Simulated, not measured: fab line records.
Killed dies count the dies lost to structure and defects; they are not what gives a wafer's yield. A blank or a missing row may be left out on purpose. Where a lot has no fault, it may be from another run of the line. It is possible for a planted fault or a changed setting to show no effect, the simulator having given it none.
Comparing a struck lot with a sound one	flow n5Finfet	35 out of 1938 route steps
Sound: the wafers L296.1, L296.5, L296.6. Wafers struck: L313.3, L313.6. Last of all comes the cause.
For every step that has rows: the tool of each side, followed by ch and its chambers, followed by its first start. Under that, the readings that differ: sound wafers	struck wafers	difference of the means	sigmas: that difference in standard deviations of wafers without a fault.
alike: a reading whose means differ by less than 2 such deviations, as well as words and numbers matching on both sides. not compared: withheld readings; readings where some wafer has no value; bounds like >300 that might hide an equal value; numbers whose values overlap and for which the record gives no deviation.
A row with sigmas, a row that says differs or no value, or rows on one side alone: a step with any of these is where the two part. When numbers do not overlap yet have no deviation, they are printed without sigmas and do not part them. A reading that every wafer of one side lacks parts them only if that side has two wafers or more.

first, 7 steps without rows for these wafers: N5_SD_ACTIVATION_RTA_00 (time 0 s); N5_SD_ACTIVATION_LSA_01 (time 0.0008 s); N5_ILD0_LINER_00 (material SiNx, target thk 4 nm, pulse time 1 s, purge time 2 s); N5_ILD0_FCVD_FILL_01 (material SiO2 flowable, target thk 200 nm, time 328.3 s); N5_ILD0_CURE_02 (time 1800 s); N5_ILD0_CMP_03 (polishes, stops on SiNx, t overpolish 1.9 s, target thk 197.38 nm); N5_ILD0_CMP_07 (polishes SiO2 flowable, stops on poly-Si, t overpolish 1.18 s, target thk 138.88 nm).
N5_ILD0_PRECLEAN_10: cleans in NF3:NH3, afs cycles 5, time 20 s, sublimation time 60 s.
  sound on remotePlasma-02 ch 1, day 3 13:43; struck on remotePlasma-02 ch 1, day 7 18:37
reading	sound	struck	difference	sigmas
timeS (s)	20 20 20	22.945 22.945	+2.945	
model.SiO2_flowable_of_ILD0_FCVD_FILL_01.thkNm (nm)	119.8 121 120.4	118.6 117.4	-2.4	
then, 24 steps without rows for these wafers: N5_ILD0_ALD_15 (deposits SiNx, target thk 24 nm, pulse time 1 s, ald cycles 480); N5_ILD0_CMP_12 (polishes SiNx, stops on poly-Si, t overpolish 6 s, target thk 17.67 nm); N5_SDB_HM_DEP_00 (deposits SiNx from SiH4/NH3/N2, target thk 40 nm, time 35.3 s); N5_SDB_COAT_03 (time 60 s, resist thk 100 nm); N5_SDB_COAT_04 (time 60 s, resist thk 18 nm); N5_SDB_COAT_05 (resist thk 90 nm); N5_SDB_EBR_07; N5_SDB_SOFTBAKE_06 (time 60 s); N5_SDB_EXPOSE_08 (exposes mask SDB); N5_SDB_PEB_09 (peb time 60 s); N5_SDB_DEVELOP_10 (develop time 30 s); N5_SDB_DESCUM_16 (chemistry O2, time 7.9 s); N5_SDB_ETCH_17 (etches SiARC in CF4, target depth 23.4 nm, time 39 s); N5_SDB_ETCH_18 (etches SOC in N2/H2, target depth 100 nm, overetch 20 nm, time 150 s); N5_SDB_STRIP_19 (strips in N2/H2); N5_SDB_STRIP_21 (strips in CF4); N5_SDB_HM_OPEN_20 (chemistry CH3F/O2, target SiNx, stops on poly-Si, target depth 24 nm); N5_SDB_STRIP_22 (strips in N2/H2); N5_SDB_PRECLEAN_23 (cleans in dHF, time 30 s); N5_SDB_DUMMY_REMOVE_24 (chemistry TMAH, target poly-Si, stops on SiO2, target depth 142 nm, time 57 s, rinse time 30 s); N5_SDB_ETCH_25 (etches SiO2 in C4F6/O2, target depth 10 nm, time 3.3 s); N5_SDB_CUT_ETCH_26 (etches Si in HBr/Cl2/O2, target depth 129.6 nm, bt time 20 s, time 51.8 s); N5_SDB_PRECLEAN_38 (cleans in dHF, time 10 s); N5_SDB_PRECLEAN_39 (cleans in O3/DIW, time 45 s).
N5_MOL_CONTACT_COAG_WET_ETCH_116: etches the open film in SC1-inhibited, target depth 4.6 nm, rinse time 30 s.
  sound on wetBench-01 ch 1,6,7, day 4 23:22; struck on wetBench-02 ch 2,3, day 9 04:29
reading	sound	struck	difference	sigmas
model.SiO2_flowable_of_ILD0_FCVD_FILL_01.thkNm (nm)	111.6 112.8 112.2	110.4 109.4	-2.3	
-- the record jumps here: 4 days lie between the struck wafers' starts before and after (it left off in module MOL_CONTACT_COAG and takes up again in module BEOL_M4, whose first step shown is number 1111 of the route) --
N5_BEOL_M4_RC_MEAS_101:
  sound on prober-02 ch 0, day 8 03:52; struck on prober-01 ch 0, day 12 21:13
  alike: DIBL_N, DIBL_P, IOFF_N, IOFF_P, ION_N, ION_P, SS_N, SS_P, VT_N, VT_P
-- a jump in the record: the struck wafers' starts before and after are 4 days apart (it breaks off in module BEOL_M4 and resumes in module PASSIVATION, where the first step shown is number 1936 of the route) --
N5_PASSIVATION_PROBE_49:
  sound on prober-01 at day 12 09:39; struck on prober-01 at day 16 16:44
reading	sound	struck	difference	sigmas
sort_bin_6_memory (%)	2.4 3.1 1.9	4.3	+1.8	+2
  alike: defectLimitedYield, killed_at_M0_to_M3, killed_at_M4_up, killedAtContacts, killedAtFrontEnd, killedAtOther, killedDies, killedOpen, killedShort, sort_bin_5_function, sort_bin_8_speed, sortNPass, sortYieldPct

## WHERE THEY PART
Only at N5_PASSIVATION_PROBE_49, as far as this record shows.

WHY: what the simulator had put in
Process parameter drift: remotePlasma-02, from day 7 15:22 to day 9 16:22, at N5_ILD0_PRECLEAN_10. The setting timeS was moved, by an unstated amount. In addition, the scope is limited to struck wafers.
